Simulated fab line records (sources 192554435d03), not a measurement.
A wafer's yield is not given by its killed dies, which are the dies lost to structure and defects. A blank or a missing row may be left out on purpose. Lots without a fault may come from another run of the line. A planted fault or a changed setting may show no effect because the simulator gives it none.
Comparing a struck lot with a sound one	flow n5_finfet	34 out of 1938 route steps
Sound: wafers L270.1, L270.4, L270.5. Struck: wafer L278.2 (L278.1, L278.3, from the same lot, were not struck and are left out); the cause is given at the end.
For every step that has rows: the tool of each side, followed by ch and its chambers, followed by its first start. Under that, the readings that differ: sound wafers	struck wafers	difference of the means	sigmas: that difference in standard deviations of wafers without a fault.
alike: same words and numbers on both sides, and readings whose means sit less than 2 such deviations apart. not compared: any withheld reading, any reading some wafer has no value for, any bound like >300 that may hide the same value, and any number with overlapping values for which the record gives no deviation.
A row with sigmas, a row that says differs or no value, or rows on one side alone: a step with any of these is where the two part. Numbers that have no deviation but don't overlap get no sigmas and don't part them. Lack of a reading on every wafer of one side parts them only where that side has two or more wafers.

N5_WELL_APT_INSPECT_27: inspects for defects (macro).
  sound: defect_inspect-02 at day 2 09:01; struck: defect_inspect-01 at day 4 09:44
  alike: raw_defect_count
N5_WELL_APT_DESCUM_30: chemistry O2, time 7.9 s.
  sound on rie_diel-01 ch 0,2, day 2 09:16; struck on rie_diel-01 ch 3, day 4 09:47
  alike: drypump_motor_current_A, oes_product_au, rf_vpp_V, showerhead_plenum_p_Torr, temp_c, throttle_valve_pct
  not compared: rf_hours_counter_h
then, 9 steps without rows for these wafers: N5_WELL_APT_IMPLANT_31; N5_WELL_APT_IMPLANT_32; N5_WELL_APT_STRIP_33 (strips in SPM, time 900 s); N5_WELL_APT_RTA_34 (time 10 s); N5_WELL_APT_OXIDE_STRIP_42 (strips SiO2 in dHF, time 45 s, target depth 12 nm); N5_WELL_APT_PRECLEAN_36 (cleans in O3/DIW, time 45 s); N5_WELL_APT_PRECLEAN_39 (cleans in dHF, time 60 s); N5_WELL_APT_SRD_37 (time 30 s); N5_WELL_APT_EPI_41 (deposits Si from SiH4/H2, target thk 50 nm, time 297.7 s).
N5_WELL_APT_INSPECT_38: inspects for defects (darkfield).
  sound: defect_inspect-01 at day 2 10:59; struck: defect_inspect-01 at day 4 11:42
  alike: raw_defect_count
N5_PMOS_HMC_CHANNEL_EPI_HM_DEP_34: deposits SiO2 from TEOS/O2, target thk 36 nm, time 6.9 s.
  sound on pecvd-03 ch 0,1,2, day 2 11:01; struck on pecvd-01 ch 2, day 4 11:44
reading	sound	struck	difference	sigmas
model.SiO2_of_PMOS_HMC_CHANNEL_EPI_HM_DEP_34.thk_nm (nm)	35.7 35.77 35.87	38.96	+3.18	
  alike: heater_power_w, showerhead_plenum_p_Torr, throttle_valve_pct
then, 7 steps without rows for these wafers: N5_PMOS_HMC_CHANNEL_EPI_COAT_31 (time 60 s, resist thk 66 nm); N5_PMOS_HMC_CHANNEL_EPI_COAT_03 (resist thk 205 nm); N5_PMOS_HMC_CHANNEL_EPI_EBR_05; N5_PMOS_HMC_CHANNEL_EPI_SOFTBAKE_04 (time 60 s); N5_PMOS_HMC_CHANNEL_EPI_EXPOSE_06 (exposes mask PMOS HMC BLK, target cd 240 nm); N5_PMOS_HMC_CHANNEL_EPI_PEB_07 (peb time 60 s); N5_PMOS_HMC_CHANNEL_EPI_DEVELOP_08 (develop time 30 s).
N5_PMOS_HMC_CHANNEL_EPI_CD_MEAS_09: the cd target is 237.4 nm.
  sound on cd_sem-02 ch 0, day 2 11:25; struck on cd_sem-03 ch 0, day 4 12:01
  alike: cd_nm
N5_PMOS_HMC_CHANNEL_EPI_OVL_MEAS_10:
  sound on overlay-01 ch 0, day 2 11:27; struck on overlay-01 ch 0, day 4 12:02
  alike: PMOS_HMC_BLK_OVL
N5_PMOS_HMC_CHANNEL_EPI_INSPECT_11: inspects for defects (macro).
  sound: defect_inspect-01 at day 2 11:28; struck: defect_inspect-01 at day 4 12:04
  alike: raw_defect_count
N5_PMOS_HMC_CHANNEL_EPI_DESCUM_14: chemistry O2, time 7.9 s.
  sound on rie_diel-06 ch 0,2,3, day 2 11:31; struck on rie_diel-04 ch 0, day 4 12:08
  alike: drypump_motor_current_A, oes_product_au, rf_vpp_V, showerhead_plenum_p_Torr, temp_c, throttle_valve_pct
  not compared: rf_hours_counter_h
then, 1 step without rows for these wafers: N5_PMOS_HMC_CHANNEL_EPI_ETCH_32 (etches BARC in N2/H2, stops on SiO2, target depth 85.8 nm, time 50.3 s).
N5_PMOS_HMC_CHANNEL_EPI_HM_OPEN_15: chemistry CHF3/O2, target SiO2, target depth 40.6 nm, time 20.3 s.
  sound on rie_diel-06 ch 0,2,3, day 2 11:35; struck on rie_diel-04 ch 0, day 4 12:13
  alike: drypump_motor_current_A, oes_o_777_au, oes_product_au, rf_vpp_V, showerhead_plenum_p_Torr, throttle_valve_pct
  not compared: rf_hours_counter_h
N5_PMOS_HMC_CHANNEL_EPI_STRIP_33: strips in N2/H2.
  sound on rie_diel-06 ch 0,2,3, day 2 11:38; struck on rie_diel-04 ch 0, day 4 12:16
  alike: drypump_motor_current_A, oes_product_au, rf_vpp_V, showerhead_plenum_p_Torr, temp_c, throttle_valve_pct
  not compared: rf_hours_counter_h
then, 2 steps without rows for these wafers: N5_PMOS_HMC_CHANNEL_EPI_STRIP_17 (strips in SPM, time 750 s); N5_PMOS_HMC_CHANNEL_EPI_ETCH_38 (etches SiO2 in CF4, target depth 1.5 nm).
N5_PMOS_HMC_CHANNEL_EPI_FIN_RECESS_16: chemistry HBr/Cl2, target Si, target depth 54 nm, time 18 s.
  sound on rie_si-03 ch 0,2, day 2 11:58; struck on rie_si-01 ch 1, day 4 12:48
  alike: drypump_motor_current_A, oes_product_au, throttle_valve_pct
  not compared: rf_hours_counter_h
then, 1 step without rows for these wafers: N5_PMOS_HMC_CHANNEL_EPI_PRECLEAN_36 (cleans in O3/DIW, time 45 s).
N5_PMOS_HMC_CHANNEL_EPI_PRECLEAN_18: cleans in DHF, time 30 s.
  sound on wet_bench-02 ch 5,6,7, day 2 12:05; struck on wet_bench-01 ch 2, day 4 12:56
reading	sound	struck	difference	sigmas
model.SiO2_of_PMOS_HMC_CHANNEL_EPI_HM_DEP_34.thk_nm (nm)	24.51 24.6 24.71	27.77	+3.16	
  alike: temp_c
then, 1 step without rows for these wafers: N5_PMOS_HMC_CHANNEL_EPI_SRD_19 (time 30 s).
N5_PASSIVATION_PROBE_49:
  sound wafers here have rows in the record (prober-02, day 12 19:43); struck ones have none

## WHERE THEY PART
Only at N5_PASSIVATION_PROBE_49, within this record.

WHY: the cause the simulator had injected
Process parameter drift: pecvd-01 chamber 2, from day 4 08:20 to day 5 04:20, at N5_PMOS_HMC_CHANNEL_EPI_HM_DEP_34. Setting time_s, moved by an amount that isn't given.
